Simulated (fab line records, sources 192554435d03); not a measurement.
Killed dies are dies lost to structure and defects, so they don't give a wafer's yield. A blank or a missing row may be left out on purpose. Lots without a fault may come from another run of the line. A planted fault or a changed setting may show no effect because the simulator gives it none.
Chamber matching | flow n5_finfet | N5_BEOL_M6_VIA_ETCH_34 on rie_diel-04: 4 sister chambers
The step etches SiCOH lowk in C4F6/O2, target depth 126.3 nm, time 50.9 s. 8 wafers are shown with their chamber, then 12 later ones without.

WAFERS WITH THEIR CHAMBER
wafer  | chamber | rf_vpp_V (V) | throttle_valve_pct (%)
L079.2 | 2       | 654          | 20.56
L082.1 | 3       | 643          | 21.06
L083.3 | 2       | 653          | 20.56
L083.5 | 0       | 648          | 20.78
L083.6 | 3       | 644          | 21.06
L085.2 | 0       | 647          | 20.79
L085.4 | 1       | 695          | 20.92
L085.6 | 1       | 695          | 20.93

WAFERS WITHOUT THEIR CHAMBER
wafer  | rf_vpp_V (V) | throttle_valve_pct (%)
L090.2 | 643          | 21.08
L090.3 | 654          | 20.57
L090.5 | 648          | 20.81
L093.2 | 652          | 20.59
L093.5 | 652          | 20.60
L093.6 | 643          | 21.07
L094.2 | 644          | 21.11
L094.4 | 696          | 20.94
L094.5 | 644          | 21.12
L097.1 | 648          | 20.83
L097.3 | 695          | 20.96
L097.4 | 653          | 20.59

WHICH CHAMBER EACH WENT THROUGH
wafer  | from the rows above | in truth
L090.2 | 3                   | 3
L090.3 | 2                   | 2
L090.5 | 0                   | 0
L093.2 | 2                   | 2
L093.5 | 2                   | 2
L093.6 | 3                   | 3
L094.2 | 3                   | 3
L094.4 | 1                   | 1
L094.5 | 3                   | 3
L097.1 | 0                   | 0
L097.3 | 1                   | 1
L097.4 | 2                   | 2
Placed correctly: 12 of 12. Can't be placed from these rows: 0. Placed wrongly: 0.
How it was worked out, from the rows above alone: a wafer's distance from a chamber is the root of the sum, over the readings, of the square of ((its reading less the chamber's mean) divided by the reading's scatter). The wafer belongs to the nearest chamber; if the next one is less than 2 further off, it can't be placed. A chamber's mean is the mean of its shown wafers. The scatter: the root of (the sum of the squares of (reading less its chamber's mean) over the shown wafers, divided by (wafers less chambers)).
